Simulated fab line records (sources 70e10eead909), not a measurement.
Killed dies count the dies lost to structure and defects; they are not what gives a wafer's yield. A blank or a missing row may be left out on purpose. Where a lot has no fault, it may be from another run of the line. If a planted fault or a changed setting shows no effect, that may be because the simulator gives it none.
Chamber matching	flow nand-harc	NHARC_A_STAIRCASE_DESCUM_168 on rie-diel-04: 4 sister chambers
The step chemistry O2, time 3 s. 18 wafers are shown with their chamber, then 9 later ones without.

WAFERS PAIRED WITH THEIR CHAMBERS
wafer	chamber	showerhead-plenum-p-Torr (Torr)	oes-product-au (a.u.)	rf-vpp-V (V)
L074.2	2	1.78	0.982	56.4
L074.4	3	1.81	0.990	56.1
L074.5	2	1.78	0.997	56.6
L077.2	0	1.94	0.980	57.7
L077.4	1	1.98	1.009	57.8
L077.6	3	1.80	0.995	56.1
L080.3	1	1.98	0.996	57.0
L080.4	0	1.94	0.976	57.7
L080.6	3	1.80	0.979	55.8
L084.4	1	1.97	1.023	59.1
L084.5	0	1.93	0.997	58.8
L084.6	3	1.80	0.994	55.4
L086.2	2	1.77	0.987	57.3
L086.3	3	1.79	0.994	56.5
L086.6	2	1.77	0.990	56.5
L088.3	2	1.76	0.997	55.8
L088.4	3	1.79	0.996	58.0
L088.6	2	1.77	0.992	56.9

SIGNATURES (averages over the wafers above)
reading	chamber 0	chamber 1	chamber 2	chamber 3	scatter within a chamber
showerhead-plenum-p-Torr	1.9367	1.9767	1.7717	1.7983	0.00707
oes-product-au	0.98433	1.00933	0.99083	0.99133	0.0084
rf-vpp-V	58.067	57.967	56.583	56.317	0.774
Rule: distance of a wafer from a chamber = root of the sum over the readings of ((wafer's reading minus chamber's mean) / reading's scatter) squared. The wafer belongs to the nearest chamber; if the next one is less than 2 further off, it can't be placed. How the scatter is found: for the shown wafers, subtract from each reading the mean of its chamber, square and add these, divide the total by (wafers less chambers), then take the root.

WAFERS WITHOUT THEIR CHAMBER
wafer	showerhead-plenum-p-Torr (Torr)	oes-product-au (a.u.)	rf-vpp-V (V)
L093.2	1.97	0.999	58.2
L093.3	1.92	0.994	57.1
L093.4	1.92	0.993	56.4
L097.1	2.07	0.999	58.3
L097.3	1.96	0.996	56.7
L097.4	1.92	1.013	56.1
L097.2	1.79	0.985	57.8
L097.5	1.79	0.988	56.8
L097.6	2.07	0.999	57.4

CHAMBER TAKEN BY EACH
wafer	from the rows above	in truth
L093.2	1	1
L093.3	0	0
L093.4	0	0
L097.1	1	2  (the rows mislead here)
L097.3	can't be placed: 1 or 0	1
L097.4	0	0
L097.2	can't be placed: 3 or 2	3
L097.5	can't be placed: 3 or 2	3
L097.6	1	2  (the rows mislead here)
Correct placement for 4 of the 9. These rows do not allow placing 3 (true chamber among the candidates in 3). Number placed wrongly: 2.
